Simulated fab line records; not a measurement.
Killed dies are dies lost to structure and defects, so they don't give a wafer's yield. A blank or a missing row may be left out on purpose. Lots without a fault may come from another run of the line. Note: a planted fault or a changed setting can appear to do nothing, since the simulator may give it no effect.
Split-lot trial :: flow n5-finfet :: 7 lots, 21 wafers read, on a route of 1938 steps

== THE SPLIT ==
At N5_BEOL_M8_TRENCH_ETCH_37 (etches SiCOH lowk in C4F6/O2, target depth 93.478 nm, time 31.2 s), the setting source-w was moved away from the recipe's 345 W on 11 of the 21 wafers read, by -10.9% to +16.4%. All remaining wafers had this setting at the recipe value.

== FROM THE SPLIT TO THE READING: what the file shows between them, 8 steps ==
- N5_BEOL_M8_ETCH_41: etches SiCN in CH3F/O2, target depth 31.9 nm, time 57.8 s
- N5_BEOL_M8_STRIP_80: strips in N2/H2, time 10 s
- N5_BEOL_M8_OCD_MEAS_38
- N5_BEOL_M8_ALD_77: deposits TaN, target thk 2 nm, pulse time 2 s, purge time 3 s (also split here: ald-cycles)
- N5_BEOL_M8_SURFACE_TREAT_79
- N5_BEOL_M8_CVD_78: deposits Co from CCTBA/H2, target thk 2 nm, time 142.3 s
- N5_BEOL_M8_PRE_CLEAN_55: time 15 s
- N5_BEOL_M8_DEP_56: deposits SiCN from 3MS/NH3, target thk 10 nm, time 17.5 s

== THE READING ==
At N5_BEOL_M8_RS_MEAS_57, a four-point-probe measurement gives M8_RS in ohm/sq. On this fab line, fault-free wafers typically give 0.289 ohm/sq with a standard deviation of 0.0065 ohm/sq.

wafer: L074.1
tool, chamber at the split: rie-diel-04, 2
source-w as run, W: 373.2
against the recipe: +8.2%
M8_RS, ohm/sq: 0.276
against lot-mates on the recipe: -0.012

wafer: L074.3
tool, chamber at the split: rie-diel-04, 1
source-w as run, W: 345
against the recipe: recipe
M8_RS, ohm/sq: 0.288
against lot-mates on the recipe: -

wafer: L074.5
tool, chamber at the split: rie-diel-04, 3
source-w as run, W: 373.2
against the recipe: +8.2%
M8_RS, ohm/sq: 0.287
against lot-mates on the recipe: -0.001

wafer: L078.1
tool, chamber at the split: rie-diel-02, 2
source-w as run, W: 345
against the recipe: recipe
M8_RS, ohm/sq: 0.285
against lot-mates on the recipe: -

wafer: L078.2
tool, chamber at the split: rie-diel-02, 0
source-w as run, W: 307.4
against the recipe: -10.9%
M8_RS, ohm/sq: 0.312
against lot-mates on the recipe: +0.027

wafer: L078.5
tool, chamber at the split: rie-diel-02, 2
source-w as run, W: 307.4
against the recipe: -10.9%
M8_RS, ohm/sq: 0.313
against lot-mates on the recipe: +0.028

wafer: L080.1
tool, chamber at the split: rie-diel-02, 1
source-w as run, W: 345
against the recipe: recipe
M8_RS, ohm/sq: 0.276
against lot-mates on the recipe: -

wafer: L080.3
tool, chamber at the split: rie-diel-02, 3
source-w as run, W: 345
against the recipe: recipe
M8_RS, ohm/sq: 0.285
against lot-mates on the recipe: -

wafer: L080.4
tool, chamber at the split: rie-diel-02, 2
source-w as run, W: 401.7
against the recipe: +16.4%
M8_RS, ohm/sq: 0.264
against lot-mates on the recipe: -0.016

wafer: L086.1
tool, chamber at the split: rie-diel-04, 3
source-w as run, W: 345
against the recipe: recipe
M8_RS, ohm/sq: 0.293
against lot-mates on the recipe: -

wafer: L086.3
tool, chamber at the split: rie-diel-04, 1
source-w as run, W: 316.2
against the recipe: -8.3%
M8_RS, ohm/sq: 0.304
against lot-mates on the recipe: +0.011

wafer: L086.4
tool, chamber at the split: rie-diel-04, 0
source-w as run, W: 316.2
against the recipe: -8.3%
M8_RS, ohm/sq: 0.309
against lot-mates on the recipe: +0.016

wafer: L088.1
tool, chamber at the split: rie-diel-04, 2
source-w as run, W: 386.7
against the recipe: +12.1%
M8_RS, ohm/sq: 0.273
against lot-mates on the recipe: -0.021

wafer: L088.2
tool, chamber at the split: rie-diel-04, 1
source-w as run, W: 386.7
against the recipe: +12.1%
M8_RS, ohm/sq: 0.274
against lot-mates on the recipe: -0.020

wafer: L088.3
tool, chamber at the split: rie-diel-04, 3
source-w as run, W: 345
against the recipe: recipe
M8_RS, ohm/sq: 0.294
against lot-mates on the recipe: -

wafer: L087.1
tool, chamber at the split: rie-diel-05, 3
source-w as run, W: 345
against the recipe: recipe
M8_RS, ohm/sq: 0.283
against lot-mates on the recipe: -

wafer: L087.2
tool, chamber at the split: rie-diel-05, 0
source-w as run, W: 345
against the recipe: recipe
M8_RS, ohm/sq: 0.283
against lot-mates on the recipe: -

wafer: L087.3
tool, chamber at the split: rie-diel-05, 1
source-w as run, W: 345
against the recipe: recipe
M8_RS, ohm/sq: 0.286
against lot-mates on the recipe: -

wafer: L096.2
tool, chamber at the split: rie-diel-05, 2
source-w as run, W: 374.5
against the recipe: +8.6%
M8_RS, ohm/sq: 0.267
against lot-mates on the recipe: -0.027

wafer: L096.3
tool, chamber at the split: rie-diel-05, 1
source-w as run, W: 374.5
against the recipe: +8.6%
M8_RS, ohm/sq: 0.284
against lot-mates on the recipe: -0.010

wafer: L096.6
tool, chamber at the split: rie-diel-05, 1
source-w as run, W: 345
against the recipe: recipe
M8_RS, ohm/sq: 0.294
against lot-mates on the recipe: -

THE FIT
A straight line over all 21 wafers: M8_RS changes by -0.00162 ohm/sq for each +1% of source-w; r = -0.90; the points scatter about the line by 0.0063 ohm/sq.
The same after taking each lot's own level away (the mean of its wafers on the recipe; 21 wafers): -0.0017 ohm/sq for each +1%; r = -0.92; scatter 0.0058 ohm/sq.
The reading moves by 0.028 ohm/sq for the largest change in source-w, on that fit.
Across the lots, their own levels run from 0.2805 to 0.2940 ohm/sq, a range of 2.1 times the standard deviation given above.
Hence the lot-to-lot level has little effect on the slope; both slopes agree.
Check: for one of the wafers moved furthest among these (+16.4%), held out of the fit, the line's prediction against its lot-mates is -0.0293 ohm/sq. Against them it came out at -0.0165 ohm/sq.
Tool readings at the split's step, against how far the setting was moved: rf-vpp-V r = -0.92.

== ADDITIONAL SPLITS CARRIED BY THESE WAFERS ==
Before the reading, these wafers also passed through other splits. Each is held against what the fit with the lots' levels taken away leaves over:
other split on the same wafers: N5_BEOL_M8_ALD_77 ald-cycles
wafers away from the commonest value: 6
r with M8_RS (lot level and that fit taken away): +0.05

== THE WHOLE CHAIN: every reading that the file lists as answering this split, in the file's order ==
step: N5_BEOL_M8_TRENCH_ETCH_37
what it does: etches SiCOH lowk in C4F6/O2, target depth 93.478 nm, time 31.2 s
reading: rf-vpp-V
change (the file's fit): -3.35 V for each +1% of the setting
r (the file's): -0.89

step: N5_BEOL_M8_TRENCH_ETCH_37
what it does: etches SiCOH lowk in C4F6/O2, target depth 93.478 nm, time 31.2 s
reading: etch.depth-nm (the simulator's own value, which no gauge read)
change (the file's fit): +0.383 nm for each +1% of the setting
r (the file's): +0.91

step: N5_BEOL_M8_TRENCH_ETCH_37
what it does: etches SiCOH lowk in C4F6/O2, target depth 93.478 nm, time 31.2 s
reading: BEOL_M8.feature-depth-nm (the simulator's own value, which no gauge read)
change (the file's fit): +0.38 nm for each +1% of the setting
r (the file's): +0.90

step: N5_BEOL_M8_OCD_MEAS_38
what it does: 
reading: trench-depth-nm
change (the file's fit): +0.386 nm for each +1% of the setting
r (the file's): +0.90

step: N5_BEOL_M8_RS_MEAS_57
what it does: measures by four-point-probe
reading: M8_RS
change (the file's fit): -0.00151 for each +1% of the setting
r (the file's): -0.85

== THE FILE'S OWN FIT ==
M8_RS changes by -0.00151 ohm/sq for each +1% of source-w, r = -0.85.
